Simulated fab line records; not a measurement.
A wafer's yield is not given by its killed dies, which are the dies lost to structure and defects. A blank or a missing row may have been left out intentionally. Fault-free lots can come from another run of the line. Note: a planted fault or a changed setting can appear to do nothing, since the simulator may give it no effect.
Matching of chambers    flow n5-finfet    N5_GATE_CUT_HM_DEP_46 on pecvd-04 has 3 sister chambers
The step deposits SiO2 from TEOS/O2, target thk 130 nm, time 26.6 s. 6 wafers are shown with their chamber, then 7 later ones without.

WAFERS WITH THEIR CHAMBER
wafer   chamber  showerhead-plenum-p-Torr (Torr)  throttle-valve-pct (%)
L546.2  0        8.30                             19.1
L555.1  0        8.29                             18.9
L555.2  1        8.39                             18.5
L555.5  2        8.31                             18.8
L556.1  1        8.39                             18.3
L556.2  2        8.29                             19.4

WAFERS WHOSE CHAMBER IS MISSING
wafer   showerhead-plenum-p-Torr (Torr)  throttle-valve-pct (%)
L556.5  8.41                             18.4
L559.2  8.41                             18.8
L559.5  8.31                             19.3
L559.6  8.41                             18.5
L560.1  8.42                             18.3
L560.4  8.29                             19.1
L560.6  8.28                             19.4

EACH ONE'S CHAMBER
wafer   from the rows above      in truth
L556.5  1                        1
L559.2  1                        1
L559.5  can't be placed: 2 or 0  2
L559.6  1                        1
L560.1  1                        1
L560.4  can't be placed: 0 or 2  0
L560.6  can't be placed: 0 or 2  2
Placed correctly: 4 of 7. Unplaceable from these rows: 3, with the true chamber sitting among the candidates in 3. 0 placed wrongly.
How it was worked out, from the rows above alone: a wafer's distance from a chamber is the root of the sum, over the readings, of the square of ((its reading less the chamber's mean) divided by the reading's scatter). If the next closest chamber is less than 2 further off than the closest, the wafer can't be placed; otherwise it belongs to the closest. A chamber's mean is the mean of its shown wafers. The scatter: the root of (the sum of the squares of (reading less its chamber's mean) over the shown wafers, divided by (wafers less chambers)).
